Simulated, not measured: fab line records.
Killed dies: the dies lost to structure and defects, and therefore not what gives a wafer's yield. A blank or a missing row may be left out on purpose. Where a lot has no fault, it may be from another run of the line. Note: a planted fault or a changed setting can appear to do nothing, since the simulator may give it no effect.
Chamber matching | flow nandHarc | NHARC_A_ZERO_WELL_DESCUM_12 on rieDiel-06 has 4 sister chambers
The step chemistry O2, time 3 s. 4 wafers are shown with their chamber, then 11 later ones without.

== WAFERS, EACH WITH ITS CHAMBER ==
wafer  | chamber | drypumpMotorCurrentA (A)
L785.4 | 3       | 5.1
L788.2 | 2       | 5.8
L788.5 | 0       | 6.0
L789.2 | 1       | 5.2

== WAFERS WITHOUT THEIR CHAMBER ==
wafer  | drypumpMotorCurrentA (A)
L789.3 | 5.8
L789.6 | 5.8
L796.1 | 5.2
L796.2 | 5.8
L796.3 | 5.1
L801.1 | 5.2
L801.2 | 5.0
L801.6 | 5.8
L800.1 | 5.2
L800.2 | 6.0
L800.5 | 5.1

== WHICH CHAMBER EACH ONE RAN IN ==
wafer  | from the rows above | in truth
L789.3 | 2                   | 2
L789.6 | 2                   | 2
L796.1 | 1                   | 1
L796.2 | 2                   | 2
L796.3 | 3                   | 3
L801.1 | 1                   | 1
L801.2 | 3                   | 3
L801.6 | 2                   | 2
L800.1 | 1                   | 1
L800.2 | 0                   | 0
L800.5 | 3                   | 3
Placed correctly: 11 of 11. From these rows, 0 cannot be placed. Placed wrongly: 0.
How it was worked out, from the rows above alone: a wafer's distance from a chamber is the root of the sum, over the readings, of the square of ((its reading less the chamber's mean) divided by the reading's scatter). The wafer belongs to the nearest chamber; if the next one is less than 2 further off, it can't be placed. A chamber's mean is the mean of its shown wafers. The scatter (one wafer shown for each chamber): square how far every hidden wafer sits from the nearest shown wafer, average those squares and take the square root.
